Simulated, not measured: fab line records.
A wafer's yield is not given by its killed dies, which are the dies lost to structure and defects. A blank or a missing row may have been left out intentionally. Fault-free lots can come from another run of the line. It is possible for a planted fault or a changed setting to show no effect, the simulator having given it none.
Which of the tools did it? / flow nand harc / Sampling: 13 lots, 39 wafers, 5 of 1159 route steps

== WHAT THE GAUGES READ, wafer by wafer ==
NHARC_A_START_INSPECT_01. Usual: raw defect count at 3.4, with a standard deviation of 1.8.
lot=L262; measured=day 6 17:50; on=defect inspect-01; raw defect count=4 3 4; flag=
lot=L263; measured=day 7 00:40; on=defect inspect-01; raw defect count=0 5 2; flag=
lot=L265; measured=day 7 04:47; on=defect inspect-02; raw defect count=4 7 4; flag=
lot=L266; measured=day 7 12:52; on=defect inspect-02; raw defect count=3 3 2; flag=
lot=L268; measured=day 8 01:06; on=defect inspect-01; raw defect count=4 2 3; flag=
lot=L269; measured=day 8 10:21; on=defect inspect-01; raw defect count=6 4 3; flag=
lot=L270; measured=day 8 15:39; on=defect inspect-02; raw defect count=3 5 2; flag=
lot=L272; measured=day 8 20:33; on=defect inspect-02; raw defect count=5 1 6; flag=
lot=L276; measured=day 9 15:23; on=defect inspect-01; raw defect count=3 0 0; flag=
lot=L281; measured=day 11 03:32; on=defect inspect-02; raw defect count=2 3 3; flag=
lot=L285; measured=day 12 03:19; on=defect inspect-01; raw defect count=4 4 4; flag=
lot=L283; measured=day 12 04:01; on=defect inspect-01; raw defect count=1 4 5; flag=
lot=L284; measured=day 12 09:32; on=defect inspect-02; raw defect count=4 3 2; flag=

NHARC_A_ONON_D1_THK_MEAS_05: measures by ellipsometry. Usual: thk nm at 1001 nm, with a standard deviation of 13.
lot=L262; measured=day 7 18:58; on=film metro-01; thk nm (nm)=992 993 992; flag=
lot=L263; measured=day 8 03:13; on=film metro-01; thk nm (nm)=991 990 993; flag=
lot=L265; measured=day 8 06:53; on=film metro-01; thk nm (nm)=1009 1009 1009; flag=
lot=L266; measured=day 8 15:43; on=film metro-01; thk nm (nm)=1000 1002 1002; flag=
lot=L268; measured=day 9 01:14; on=film metro-01; thk nm (nm)=970 969 969; flag=
lot=L269; measured=day 9 10:41; on=film metro-01; thk nm (nm)=1003 1002 1005; flag=
lot=L270; measured=day 9 15:39; on=film metro-01; thk nm (nm)=1006 1007 1005; flag=
lot=L272; measured=day 9 20:07; on=film metro-01; thk nm (nm)=995 996 995; flag=
lot=L276; measured=day 10 15:37; on=film metro-01; thk nm (nm)=1015 1017 1015; flag=
lot=L281; measured=day 12 04:35; on=film metro-01; thk nm (nm)=980 1532 980; flag=OFF
lot=L285; measured=day 13 04:13; on=film metro-01; thk nm (nm)=982 979 981; flag=
lot=L283; measured=day 13 04:13; on=film metro-02; thk nm (nm)=1005 1556 1005; flag=OFF
lot=L284; measured=day 13 14:59; on=film metro-02; thk nm (nm)=1006 1004 1007; flag=

NHARC_END_SORT_01. Usual: killed at array 28, standard deviation 11; killed at other 0.7, standard deviation 1.1; killed at periphery 2.9, standard deviation 2; killed dies 32, standard deviation 11; killed open 3.2, standard deviation 1.8; killed short 2.0, standard deviation 1.4.
lot=L281; measured=day 23 19:53; on=prober-01; killed at array=12 675 20; killed at other=1 2 0; killed at periphery=3 0 5; killed dies=16 677 25; killed open=2 1 6; killed short=1 5 1; flag=OFF
lot=L283; measured=day 25 10:47; on=prober-02; killed at array=18 674 22; killed at other=0 0 0; killed at periphery=2 3 1; killed dies=20 677 23; killed open=2 4 3; killed short=3 3 5; flag=OFF

== WHAT TOOL EACH LOT RAN ON (gives the tool, then ch and the chambers of the sampled wafers, and finally the start) ==
lot=L262; NHARC_P_BONDPAD_ETCH_24=rie diel-05 ch 1,2,3, day 6 17:50 or earlier; NHARC_A_ONON_D1_DEP_03=pecvd onon-01 ch 0, day 7 18:34
lot=L263; NHARC_P_BONDPAD_ETCH_24=rie diel-12 ch 0,3, day 6 22:08; NHARC_A_ONON_D1_DEP_03=pecvd onon-03 ch 0, day 8 02:46
lot=L265; NHARC_P_BONDPAD_ETCH_24=rie diel-12 ch 0,1, day 7 02:17; NHARC_A_ONON_D1_DEP_03=pecvd onon-01 ch 0, day 8 06:22
lot=L266; NHARC_P_BONDPAD_ETCH_24=rie diel-05 ch 0,1,2, day 7 12:52 or earlier; NHARC_A_ONON_D1_DEP_03=pecvd onon-01 ch 0, day 8 15:12
lot=L268; NHARC_P_BONDPAD_ETCH_24=rie diel-12 ch 0,2,3, day 8 01:06 or earlier; NHARC_A_ONON_D1_DEP_03=pecvd onon-01 ch 0, day 9 00:46
lot=L269; NHARC_P_BONDPAD_ETCH_24=rie diel-12 ch 0,2, day 8 07:50; NHARC_A_ONON_D1_DEP_03=pecvd onon-03 ch 0, day 9 10:14
lot=L270; NHARC_P_BONDPAD_ETCH_24=rie diel-12 ch 0,1, day 8 12:43; NHARC_A_ONON_D1_DEP_03=pecvd onon-03 ch 0, day 9 15:09
lot=L272; NHARC_P_BONDPAD_ETCH_24=rie diel-05 ch 1,2,3, day 8 20:33 or earlier; NHARC_A_ONON_D1_DEP_03=pecvd onon-01 ch 0, day 9 19:37
lot=L276; NHARC_P_BONDPAD_ETCH_24=rie diel-05 ch 0,1, day 9 12:31; NHARC_A_ONON_D1_DEP_03=pecvd onon-03 ch 0, day 10 15:06
lot=L281; NHARC_P_BONDPAD_ETCH_24=rie diel-05 ch 0,1, day 11 03:32 or earlier; NHARC_A_ONON_D1_DEP_03=pecvd onon-02 ch 0, day 12 04:04
lot=L285; NHARC_P_BONDPAD_ETCH_24=rie diel-12 ch 0,3, day 12 03:19 or earlier; NHARC_A_ONON_D1_DEP_03=pecvd onon-01 ch 0, day 13 03:42
lot=L283; NHARC_P_BONDPAD_ETCH_24=rie diel-05 ch 1,2,3, day 12 04:01 or earlier; NHARC_A_ONON_D1_DEP_03=pecvd onon-02 ch 0, day 13 03:43
lot=L284; NHARC_P_BONDPAD_ETCH_24=rie diel-12 ch 2,3, day 12 09:32 or earlier; NHARC_A_ONON_D1_DEP_03=pecvd onon-01 ch 0, day 13 14:32
- NHARC_P_BONDPAD_ETCH_24: etches the open film in CF4/N2, target depth 30 nm, time 72.99 s.
- NHARC_A_ONON_D1_DEP_03: target thk 1000 nm.

== WHAT THE TOOLS THEMSELVES READ (means of the sampled wafers that have a number; where no wafer has one, the mark that the record gives instead) ==
NHARC_P_BONDPAD_ETCH_24. Usual: drypump motor current A 5.5 A, standard deviation 0.37; oes product au 0.997 a.u., standard deviation 0.011; rf vpp V 313.1 V, standard deviation 2; showerhead plenum p Torr 2.57 Torr, standard deviation 0.11; throttle valve pct 19.794 %, standard deviation 0.0089.
lot=L262; tool=rie diel-05; drypump motor current A (A)=5.6; oes product au (a.u.)=0.990; rf vpp V (V)=312.0; showerhead plenum p Torr (Torr)=2.53; throttle valve pct (%)=19.789; flag=
lot=L263; tool=rie diel-12; drypump motor current A (A)=5.5; oes product au (a.u.)=0.991; rf vpp V (V)=310.8; showerhead plenum p Torr (Torr)=2.50; throttle valve pct (%)=19.792; flag=
lot=L265; tool=rie diel-12; drypump motor current A (A)=5.3; oes product au (a.u.)=0.990; rf vpp V (V)=312.0; showerhead plenum p Torr (Torr)=2.52; throttle valve pct (%)=19.789; flag=
lot=L266; tool=rie diel-05; drypump motor current A (A)=5.6; oes product au (a.u.)=0.983; rf vpp V (V)=312.1; showerhead plenum p Torr (Torr)=2.54; throttle valve pct (%)=19.787; flag=
lot=L268; tool=rie diel-12; drypump motor current A (A)=5.6; oes product au (a.u.)=1.002; rf vpp V (V)=313.7; showerhead plenum p Torr (Torr)=2.59; throttle valve pct (%)=19.791; flag=
lot=L269; tool=rie diel-12; drypump motor current A (A)=5.8; oes product au (a.u.)=0.991; rf vpp V (V)=313.3; showerhead plenum p Torr (Torr)=2.58; throttle valve pct (%)=19.792; flag=
lot=L270; tool=rie diel-12; drypump motor current A (A)=5.5; oes product au (a.u.)=0.987; rf vpp V (V)=312.8; showerhead plenum p Torr (Torr)=2.50; throttle valve pct (%)=19.799; flag=
lot=L272; tool=rie diel-05; drypump motor current A (A)=5.6; oes product au (a.u.)=0.987; rf vpp V (V)=315.6; showerhead plenum p Torr (Torr)=2.66; throttle valve pct (%)=19.788; flag=
lot=L276; tool=rie diel-05; drypump motor current A (A)=5.7; oes product au (a.u.)=0.992; rf vpp V (V)=311.8; showerhead plenum p Torr (Torr)=2.50; throttle valve pct (%)=19.789; flag=
lot=L281; tool=rie diel-05; drypump motor current A (A)=5.7; oes product au (a.u.)=0.990; rf vpp V (V)=312.6; showerhead plenum p Torr (Torr)=2.50; throttle valve pct (%)=19.797; flag=
lot=L285; tool=rie diel-12; drypump motor current A (A)=5.2; oes product au (a.u.)=1.008; rf vpp V (V)=312.0; showerhead plenum p Torr (Torr)=2.51; throttle valve pct (%)=19.791; flag=
lot=L283; tool=rie diel-05; drypump motor current A (A)=5.7; oes product au (a.u.)=1.000; rf vpp V (V)=313.9; showerhead plenum p Torr (Torr)=2.64; throttle valve pct (%)=19.797; flag=
lot=L284; tool=rie diel-12; drypump motor current A (A)=5.8; oes product au (a.u.)=1.005; rf vpp V (V)=315.3; showerhead plenum p Torr (Torr)=2.69; throttle valve pct (%)=19.792; flag=

NHARC_A_ONON_D1_DEP_03. Usual: sih4 flow sccm at 210.0 sccm, with a standard deviation of 0.58.
lot=L262; tool=pecvd onon-01; sih4 flow sccm (sccm)=209.8; flag=
lot=L263; tool=pecvd onon-03; sih4 flow sccm (sccm)=210.5; flag=
lot=L265; tool=pecvd onon-01; sih4 flow sccm (sccm)=210.1; flag=
lot=L266; tool=pecvd onon-01; sih4 flow sccm (sccm)=210.0; flag=
lot=L268; tool=pecvd onon-01; sih4 flow sccm (sccm)=209.7; flag=
lot=L269; tool=pecvd onon-03; sih4 flow sccm (sccm)=210.8; flag=
lot=L270; tool=pecvd onon-03; sih4 flow sccm (sccm)=209.4; flag=
lot=L272; tool=pecvd onon-01; sih4 flow sccm (sccm)=210.2; flag=
lot=L276; tool=pecvd onon-03; sih4 flow sccm (sccm)=209.8; flag=
lot=L281; tool=pecvd onon-02; sih4 flow sccm (sccm)=210.8; flag=
lot=L285; tool=pecvd onon-01; sih4 flow sccm (sccm)=209.2; flag=
lot=L283; tool=pecvd onon-02; sih4 flow sccm (sccm)=209.6; flag=
lot=L284; tool=pecvd onon-01; sih4 flow sccm (sccm)=210.6; flag=

== THE ANSWER, worked out from the rows above alone ==
Rule: lot off if the mean of its wafers having a number is beyond 3 standard deviations from the usual mean. A lot without any number at a reading at which 4 lots or more have one is off too. Where the step has rows for the other lots, those lots are counted as sound. Order of review: gauges by route order, followed by the tools' own readings, for which a lot's mean as printed above is used. At the first step where some lot is off, the reading lying furthest off is the one used; lots without a number count as furthest.
Off: L281, L283 (NHARC_A_ONON_D1_THK_MEAS_05, thk nm).
If a tool, at a process step before that reading, ran all the lots that are off and no sound lot after the first of them, it fits. Not tried: the gauges at NHARC_A_ONON_D1_THK_MEAS_05; whatever is off there is also off at NHARC_END_SORT_01, on other tools, and gauge error can't account for it. NHARC_P_BONDPAD_ETCH_24: start missing for some lots; hours and lot order therefore follow NHARC_A_START_INSPECT_01. 2 tools fit, rie diel-05 at NHARC_P_BONDPAD_ETCH_24 and pecvd onon-02 at NHARC_A_ONON_D1_DEP_03, so this cannot tell which one it is.

== WHAT HAD BEEN PUT IN BY THE SIMULATOR ==
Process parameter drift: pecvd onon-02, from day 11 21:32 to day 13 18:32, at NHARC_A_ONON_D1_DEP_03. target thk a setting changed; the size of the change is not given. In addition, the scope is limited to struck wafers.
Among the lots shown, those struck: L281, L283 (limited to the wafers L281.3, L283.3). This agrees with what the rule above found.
